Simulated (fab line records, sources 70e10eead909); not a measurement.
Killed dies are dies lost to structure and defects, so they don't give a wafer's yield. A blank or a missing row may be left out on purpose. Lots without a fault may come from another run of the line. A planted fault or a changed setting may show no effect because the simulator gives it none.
fab line records | flow nand_harc
record lots=6 wafers=18 last_day=25
route steps=1159 shown A_ONON_D1@432 END@1159
lots that met no fault: from a run of the same line without faults
start_h: hours from the record's first day to the start of the lot's first wafer shown | wait_h: hours since the lot's step before | " the same as in the row above | L1.1+2: a row that stands for several wafers | - no value, or no start given | * or withheld: withheld | < > ~ a bound
route shown NAME@n: a module of which the file shows steps, and the number in the route of the first | usual: mean/standard deviation of fault-free wafers | same: alike in all rows | chamber/n: place in a boat | sites: the reading at each site | _std_site: their standard deviation | _edge_site: outer sites' mean less inner sites' | radius_mm: how far each site lies from the wafer's centre | mask NAME#n: copy n | behind: the tool/chamber that last shaped the wafer | hold: why the lot was held/for how many hours/how that ended | device: the transistor (n, p or np) that didn't switch | end of line: the same wafers' tests at the end of the route | a step without rows: its recipe alone | killed: dies lost to structure and defects at the first sort, not the wafer's yield | map: a wafer's dies, x killed, . not, _ none there
set.NAME: the setting as run; set.NAME@STEP: as run at that earlier step | model.NAME: the simulator's own value behind a step, which no gauge read
lots at some steps of the route; a table a step, a row a wafer
services: from which hour (start_h, from the record's first day; less than 0 if before it) a tool's chamber was out of use, for how many hours, and why
## steps
# step NHARC_A_ONON_D1_DEP_12
# recipe target_thk_a=10000 n2_flow_sccm=2750 n2o_flow_sccm=2000 nh3_flow_sccm=500 sih4_flow_sccm=210 temp_c=400
# step NHARC_A_ONON_D1_THK_MEAS_14
# recipe thk_meas_gauge=ellipsometry
# usual thk_nm=1004/11
# columns lot.wafer tool chamber start_h wait_h thk_nm
L921.1 film_metro-02 - 221.08 - 1006
L921.5 " - " " 1005
L921.6 " - " " 1008
L923.1 film_metro-02 - 235.99 - 1008
L923.2 " - " " 1008
L923.6 " - " " 1008
L929.2 film_metro-01 - 262.86 - 1023
L929.3 " - " " 1021
L929.4 " - " " 1022
L930.1 film_metro-02 - 268.80 - 993
L930.4 " - " " 992
L930.5 " - " " 994
L932.1 film_metro-02 - 285.82 - 988
L932.2 " - " " 987
L932.4 " - " " 987
L934.1 film_metro-01 - 301.98 - 1004
L934.5 " - " " 1005
L934.6 " - " " 1004
# step NHARC_A_ONON_D1_ANNEAL_15
# recipe temp_c=750 time_s=3600
# step NHARC_A_ONON_D1_DEP_16
# recipe target_thk_a=10000 n2_flow_sccm=2750 n2o_flow_sccm=2000 nh3_flow_sccm=500 sih4_flow_sccm=210 temp_c=400
# step NHARC_A_ONON_D1_THK_MEAS_18
# recipe thk_meas_gauge=ellipsometry
# usual thk_nm=1001/10
# columns lot.wafer tool chamber start_h wait_h thk_nm
L921.1 film_metro-01 - 228.59 - 1004
L921.5 " - " " 1004
L921.6 " - " " 1005
L923.1 film_metro-01 - 245.66 - 1021
L923.2 " - " " 1021
L923.6 " - " " 1021
L929.2 film_metro-02 - 269.90 - 1005
L929.3 " - " " 1008
L929.4 " - " " 1008
L930.1 film_metro-02 - 275.89 - 993
L930.4 " - " " 991
L930.5 " - " " 990
L932.1 film_metro-01 - 292.97 - 1002
L932.2 " - " " 1000
L932.4 " - " " 1000
L934.1 film_metro-02 - 311.16 - 997
L934.5 " - " " 999
L934.6 " - " " 998
# step NHARC_A_ONON_D1_DEP_19
# recipe target_thk_a=10000 n2_flow_sccm=2750 n2o_flow_sccm=2000 nh3_flow_sccm=500 sih4_flow_sccm=210 temp_c=400
# step NHARC_A_ONON_D1_THK_MEAS_21
# recipe thk_meas_gauge=ellipsometry
# usual thk_nm=999/8.4
# columns lot.wafer tool chamber start_h wait_h thk_nm
L921.1 film_metro-02 - 229.16 - 1012
L921.5 " - " " 1011
L921.6 " - " " 1011
L923.1 film_metro-01 - 246.23 - 1002
L923.2 " - " " 1003
L923.6 " - " " 1004
L929.2 film_metro-02 - 270.47 - 998
L929.3 " - " " 999
L929.4 " - " " 999
L930.1 film_metro-02 - 276.47 - 999
L930.4 " - " " 1000
L930.5 " - " " 996
L932.1 film_metro-02 - 293.54 - 981
L932.2 " - " " 982
L932.4 " - " " 983
L934.1 film_metro-02 - 311.75 - 1015
L934.5 " - " " 1014
L934.6 " - " " 1013
# step NHARC_A_ONON_D1_DEP_22
# recipe target_thk_a=10000 n2_flow_sccm=2750 n2o_flow_sccm=2000 nh3_flow_sccm=500 sih4_flow_sccm=210 temp_c=400
# step NHARC_A_ONON_D1_THK_MEAS_24
# recipe thk_meas_gauge=ellipsometry
# usual thk_nm=999/10
# columns lot.wafer tool chamber start_h wait_h thk_nm
L921.1 film_metro-02 - 229.73 - 1005
L921.5 " - " " 1007
L921.6 " - " " 1009
L923.1 film_metro-01 - 246.80 - 975
L923.2 " - " " 975
L923.6 " - " " 974
L929.2 film_metro-02 - 271.05 - 993
L929.3 " - " " 992
L929.4 " - " " 990
L930.1 film_metro-01 - 277.03 - 1001
L930.4 " - " " 1003
L930.5 " - " " 1000
L932.1 film_metro-02 - 294.11 - 1005
L932.2 " - " " 1005
L932.4 " - " " 1003
L934.1 film_metro-02 - 312.32 - 1012
L934.5 " - " " 1013
L934.6 " - " " 1012
# step NHARC_A_ONON_D1_DEP_25
# recipe target_thk_a=10000 n2_flow_sccm=2750 n2o_flow_sccm=2000 nh3_flow_sccm=500 sih4_flow_sccm=210 temp_c=400
# step NHARC_A_ONON_D1_THK_MEAS_27
# recipe thk_meas_gauge=ellipsometry
# usual thk_nm=997/11
# columns lot.wafer tool chamber start_h wait_h thk_nm
L921.1 film_metro-02 - 230.29 - 992
L921.5 " - " " 994
L921.6 " - " " 995
L923.1 film_metro-02 - 247.36 - 990
L923.2 " - " " 987
L923.6 " - " " 989
L929.2 film_metro-02 - 271.63 - 993
L929.3 " - " " 994
L929.4 " - " " 993
L930.1 film_metro-01 - 277.60 - 1004
L930.4 " - " " 1005
L930.5 " - " " 1003
L932.1 film_metro-01 - 294.68 - 997
L932.2 " - " " 1000
L932.4 " - " " 996
L934.1 film_metro-02 - 312.91 - 987
L934.5 " - " " 987
L934.6 " - " " 986
# step NHARC_A_ONON_D1_DEP_28
# recipe target_thk_a=10000 n2_flow_sccm=2750 n2o_flow_sccm=2000 nh3_flow_sccm=500 sih4_flow_sccm=210 temp_c=400
# usual n2_flow_sccm=2752/8.5
# columns lot.wafer tool chamber start_h wait_h n2_flow_sccm
L921.1 pecvd_onon-03 0 230.35 0.1 2741
L921.5 " 0 " " 2756
L921.6 " 0 " " 2762
L923.1 pecvd_onon-02 0 247.42 0.1 2746
L923.2 " 0 " " 2762
L923.6 " 0 " " 2752
L929.2 pecvd_onon-03 0 271.74 0.1 2752
L929.3 " 0 " " 2754
L929.4 " 0 " " 2758
L930.1 pecvd_onon-03 0 277.66 0.1 2747
L930.4 " 0 " " 2743
L930.5 " 0 " " 2754
L932.1 pecvd_onon-03 0 294.74 0.1 2750
L932.2 " 0 " " 2751
L932.4 " 0 " " 2755
L934.1 pecvd_onon-02 0 312.97 0.1 2749
L934.5 " 0 " " 2748
L934.6 " 0 " " 2751
# step NHARC_A_ONON_D1_THK_MEAS_30
# recipe thk_meas_gauge=ellipsometry
# usual thk_nm=998/9.3
# columns lot.wafer tool chamber start_h wait_h thk_nm
L921.1 film_metro-02 - 230.85 - 987
L921.5 " - " " 987
L921.6 " - " " 986
L923.1 film_metro-02 - 247.93 - 989
L923.2 " - " " 989
L923.6 " - " " 989
L929.2 film_metro-01 - 272.20 - 993
L929.3 " - " " 992
L929.4 " - " " 994
L930.1 film_metro-02 - 278.17 - 684
L930.4 " - " " 679
L930.5 " - " " 681
L932.1 film_metro-01 - 295.24 - 646
L932.2 " - " " 646
L932.4 " - " " 647
L934.1 film_metro-02 - 313.48 - 999
L934.5 " - " " 999
L934.6 " - " " 1000
# step NHARC_A_ONON_D1_DEP_33
# recipe target_thk_a=2000 temp_c=400 pressure_torr=6.5 rf_w=900 teos_flow_sccm=161.4 flow_sccm=2650 target_thk_nm=200 gas=O2 material=SiO2
# usual chamber_pressure_Torr=6.500/0.014 heater_power_w=562/93 showerhead_vpp_V=1844/110 throttle_valve_pct=15.6/0.38
# columns lot.wafer tool chamber start_h wait_h chamber_pressure_Torr heater_power_w showerhead_vpp_V throttle_valve_pct
L921.1 pecvd-04 1 230.96 0.1 6.501 577 1857 16.0
L921.6 " 1 " " 6.500 613 1863 16.0
L921.5 " 2 " " 6.504 519 1797 15.4
L923.2 pecvd-03 1 247.99 0.1 6.495 553 1740 15.1
L923.1 " 2 " " 6.491 635 2003 15.8
L923.6 " 1 " " 6.525 534 1775 15.5
L929.3 pecvd-03 1 272.26 0.1 6.507 584 1736 15.5
L929.2 " 2 " " 6.510 557 1998 15.7
L929.4 " 1 " " 6.506 577 1738 15.4
L930.1 pecvd-03 1 278.33 0.2 6.496 557 1743 15.4
L930.4 " 2 " " 6.478 638 2021 16.0
L930.5 " 0 " " 6.509 732 1738 15.5
L932.1 pecvd-02 2 295.30 0.1 6.510 458 1743 15.1
L932.2 " 0 " " 6.504 388 2016 16.4
L932.4 " 2 " " 6.527 452 1782 15.1
L934.1 pecvd-03 1 313.53 0.1 6.499 621 1740 14.9
L934.5 " 1 " " 6.462 466 1720 15.3
L934.6 " 0 " " 6.508 763 1764 15.7
# step NHARC_END_SORT_01
# recipe temp_c=25
# usual killed_at_array=25/9.2 killed_at_other=0.8/1.2 killed_at_periphery=3.9/2.6 killed_dies=30/9.7 killed_open=3.4/1.9 killed_short=2.0/1.4
# same gross_dies=677
# columns lot.wafer tool chamber start_h wait_h killed_at_array killed_at_other killed_at_periphery killed_dies killed_open killed_short
L930.1 prober-01 0 551.75 2.5 676 0 1 677 6 3
L930.4 prober-01 0 554.16 3.4 675 0 2 677 3 2
L930.5 prober-01 0 554.97 3.7 676 0 1 677 3 2
L932.1 prober-02 0 559.47 2.5 671 4 2 677 6 2
L932.2 prober-02 0 560.27 2.8 668 7 2 677 1 0
L932.4 prober-02 0 561.88 3.4 675 1 1 677 1 5
# killed by level:class
L930.1 A_ONON_D1:area_dep=654 A_CHANNEL_HOLE_D1:chamber_film_flake=7 A_WL_FILL:chamber_film_flake=4 A_CONTACT:geometric_particle:open=3 A_WL_FILL:geometric_particle:open=2 A_WL_FILL:geometric_particle:short=2 A_ZERO_WELL:chamber_film_flake=2 P_M0:geometric_particle:open=1
L930.4 A_ONON_D1:area_dep=659 A_CHANNEL_HOLE_D1:chamber_film_flake=5 A_CONTACT:chamber_film_flake=5 P_GATE:geometric_particle:open=1 P_M1:geometric_particle:open=1 A_CHANNEL_FILL_D1:geometric_particle:short=1 A_SGD_CUT:geometric_particle:short=1 A_BLC:geometric_particle:open=1
L930.5 A_ONON_D1:area_dep=664 A_CHANNEL_HOLE_D1:chamber_film_flake=6 A_WL_FILL:geometric_particle:short=2 P_CONTACT:geometric_particle:open=1 A_CHANNEL_FILL_D1:geometric_particle:open=1 A_WL_FILL:geometric_particle:open=1 A_WL_FILL:chamber_film_flake=1 A_CONTACT:chamber_film_flake=1
L932.1 A_ONON_D1:area_dep=645 A_CHANNEL_HOLE_D1:chamber_film_flake=16 THIN_TSV:chamber_film_flake=4 A_CONTACT:geometric_particle:open=2 A_SLIT:chamber_film_flake=2 A_CONTACT:chamber_film_flake=2 P_GATE:geometric_particle:short=1 P_M0:geometric_particle:open=1
L932.2 A_ONON_D1:area_dep=633 A_CHANNEL_HOLE_D1:chamber_film_flake=21 A_CONTACT:chamber_film_flake=7 THIN_TSV:chamber_film_flake=7 A_SLIT:chamber_film_flake=3 P_GATE:chamber_film_flake=2 A_ZERO_WELL:chamber_film_flake=2 A_CHANNEL_FILL_D1:geometric_particle:open=1
L932.4 A_ONON_D1:area_dep=651 A_CHANNEL_HOLE_D1:chamber_film_flake=11 A_SLIT:chamber_film_flake=4 A_CONTACT:chamber_film_flake=4 A_CHANNEL_FILL_D1:geometric_particle:short=2 P_CONTACT:geometric_particle:short=1 A_ONON_D1:geometric_particle:short=1 A_CHANNEL_FILL_D1:geometric_particle:open=1
# map L930.1 (x killed, . not)
____________x____________
_________xxxxxxx_________
_______xxxxxxxxxxx_______
______xxxxxxxxxxxxx______
_____xxxxxxxxxxxxxxx_____
____xxxxxxxxxxxxxxxxx____
____xxxxxxxxxxxxxxxxx____
___xxxxxxxxxxxxxxxxxxx___
___xxxxxxxxxxxxxxxxxxx___
__xxxxxxxxxxxxxxxxxxxxx__
__xxxxxxxxxxxxxxxxxxxxx__
_xxxxxxxxxxxxxxxxxxxxxxx_
_xxxxxxxxxxxxxxxxxxxxxxx_
_xxxxxxxxxxxxxxxxxxxxxxx_
_xxxxxxxxxxxxxxxxxxxxxxx_
_xxxxxxxxxxxxxxxxxxxxxxx_
xxxxxxxxxxxxxxxxxxxxxxxxx
xxxxxxxxxxxxxxxxxxxxxxxxx
xxxxxxxxxxxxxxxxxxxxxxxxx
xxxxxxxxxxxxxxxxxxxxxxxxx
xxxxxxxxxxxxxxxxxxxxxxxxx
_xxxxxxxxxxxxxxxxxxxxxxx_
_xxxxxxxxxxxxxxxxxxxxxxx_
_xxxxxxxxxxxxxxxxxxxxxxx_
_xxxxxxxxxxxxxxxxxxxxxxx_
_xxxxxxxxxxxxxxxxxxxxxxx_
__xxxxxxxxxxxxxxxxxxxxx__
__xxxxxxxxxxxxxxxxxxxxx__
___xxxxxxxxxxxxxxxxxxx___
___xxxxxxxxxxxxxxxxxxx___
____xxxxxxxxxxxxxxxxx____
____xxxxxxxxxxxxxxxxx____
_____xxxxxxxxxxxxxxx_____
______xxxxxxxxxxxxx______
_______xxxxxxxxxxx_______
_________xxxxxxx_________
____________x____________
# map L932.1 (x killed, . not)
____________x____________
_________xxxxxxx_________
_______xxxxxxxxxxx_______
______xxxxxxxxxxxxx______
_____xxxxxxxxxxxxxxx_____
____xxxxxxxxxxxxxxxxx____
____xxxxxxxxxxxxxxxxx____
___xxxxxxxxxxxxxxxxxxx___
___xxxxxxxxxxxxxxxxxxx___
__xxxxxxxxxxxxxxxxxxxxx__
__xxxxxxxxxxxxxxxxxxxxx__
_xxxxxxxxxxxxxxxxxxxxxxx_
_xxxxxxxxxxxxxxxxxxxxxxx_
_xxxxxxxxxxxxxxxxxxxxxxx_
_xxxxxxxxxxxxxxxxxxxxxxx_
_xxxxxxxxxxxxxxxxxxxxxxx_
xxxxxxxxxxxxxxxxxxxxxxxxx
xxxxxxxxxxxxxxxxxxxxxxxxx
xxxxxxxxxxxxxxxxxxxxxxxxx
xxxxxxxxxxxxxxxxxxxxxxxxx
xxxxxxxxxxxxxxxxxxxxxxxxx
_xxxxxxxxxxxxxxxxxxxxxxx_
_xxxxxxxxxxxxxxxxxxxxxxx_
_xxxxxxxxxxxxxxxxxxxxxxx_
_xxxxxxxxxxxxxxxxxxxxxxx_
_xxxxxxxxxxxxxxxxxxxxxxx_
__xxxxxxxxxxxxxxxxxxxxx__
__xxxxxxxxxxxxxxxxxxxxx__
___xxxxxxxxxxxxxxxxxxx___
___xxxxxxxxxxxxxxxxxxx___
____xxxxxxxxxxxxxxxxx____
____xxxxxxxxxxxxxxxxx____
_____xxxxxxxxxxxxxxx_____
______xxxxxxxxxxxxx______
_______xxxxxxxxxxx_______
_________xxxxxxx_________
____________x____________
## services
# columns tool chamber start_h hours kind
pecvd-04 0 208.00 - clean
pecvd-04 1 208.00 - clean
pecvd-04 2 208.00 - clean
pecvd-04 - 218.25 0.7 repair
pecvd-02 0 259.88 4.5 repair
pecvd-03 - 292.08 13.0 pm
pecvd-03 0 292.08 13.0 vent_cycle
pecvd-03 1 292.08 13.0 vent_cycle
pecvd-03 2 292.08 13.0 vent_cycle
pecvd_onon-02 - 292.10 13.0 pm
pecvd-03 0 305.08 - clean
pecvd-03 1 305.08 - clean
pecvd-03 2 305.08 - clean
pecvd-04 - 308.46 0.4 repair
## key
first_sign step=NHARC_A_ONON_D1_THK_MEAS_30 reading=thk_nm direction=down sigmas=36 usual=998 struck=664
effect step=NHARC_END_SORT_01 reading=killed_at_array direction=up sigmas=70 usual=25 struck=674
more_kills_born_at NHARC_A_ONON_D1_DEP_28@pecvd_onon-03=3906
met_at NHARC_A_ONON_D1_DEP_28
struck_wafers L930.1,L930.4,L930.5,L932.1,L932.2,L932.4
later_rows_left_out L930.1,L930.4,L930.5,L932.1,L932.2,L932.4
tester_left_out L930,L932
onset_between 271.74 277.66
fault kind=process_parameter_drift tool=pecvd_onon-03 chamber=- onset_h=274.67 steps=NHARC_A_ONON_D1_DEP_28 channel=target_thk_a offset=* shape=step end_h=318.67 acts_in=* stated=*
# tester_left_out: of these lots the tester's yield and bins aren't shown, on N5 and GAA mostly nor the transistor test; their killed dies are dies lost to structure and defects alone, not to doping, threshold or leakage, so they don't give the yield
# later_rows_left_out: the simulator's readings of these wafers behind a module that went badly wrong aren't trusted and aren't shown, but for the sort
